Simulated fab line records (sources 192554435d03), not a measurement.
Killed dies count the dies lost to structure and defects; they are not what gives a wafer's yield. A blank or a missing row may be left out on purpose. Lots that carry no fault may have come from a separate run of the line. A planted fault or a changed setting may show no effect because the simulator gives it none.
Which of the tools did it? | flow n5Finfet | at 1 step of a route of 1938, 11 lots with 33 wafers sampled

== WHAT EACH GAUGE READ, for each wafer ==
N5_SD_EPI_N_INSPECT_11: inspects for defects (macro).
lot  | measured    | on               | rawDefectCount
L233 | day 3 01:31 | defectInspect-02 | 1 2 0
L236 | day 3 22:27 | defectInspect-02 | 3 1 3
L237 | day 4 02:15 | defectInspect-02 | 2 3 4
L239 | day 4 11:28 | defectInspect-01 | 6 4 3
L240 | day 4 19:00 | defectInspect-01 | 4 2 2
L249 | day 7 05:58 | defectInspect-02 | 2 1 0
L250 | day 7 19:19 | defectInspect-01 | 3 0 4
L251 | day 7 20:29 | defectInspect-02 | 2 1 2
L252 | day 8 09:27 | defectInspect-02 | 1 3 1
L253 | day 8 21:05 | defectInspect-02 | 3 2 5
L255 | day 8 23:40 | defectInspect-02 | 0 2 2

== TOOL THAT RAN EACH LOT (tool first, then ch and the chambers of the sampled wafers, then the start) ==
The record holds no process step before these readings.

== AS READ BY THE TOOLS THEMSELVES (means over the sampled wafers that have a number; for cases with no such wafer, the mark the record gives instead) ==
The record holds no such reading with a usual standard deviation.

== THE ANSWER, worked out from the rows above alone ==
Rule: the lots themselves supply what counts as usual. Put in order of their means at a reading, lots are off if they are a third of the lots or fewer, leave a main group of 4 or more, and stand apart from it by a gap of 3 or more times the standard deviation of the main group's means; of several such gaps the widest counts. Not used: any main group whose means are identical at the precision the tables above print for the reading. Also off: a lot with no number at a reading for which 4 or more lots have one. Where the step has rows for the other lots, those lots are counted as sound. First the gauges in route order, then the tools' own readings, where a lot's mean is used as printed above. At the first step where some lot is off, the reading lying furthest off is the one used; lots without a number count as furthest.
None of the lots is off at any reading shown; this tells nothing.

== WHAT THE SIMULATOR PUT IN ==
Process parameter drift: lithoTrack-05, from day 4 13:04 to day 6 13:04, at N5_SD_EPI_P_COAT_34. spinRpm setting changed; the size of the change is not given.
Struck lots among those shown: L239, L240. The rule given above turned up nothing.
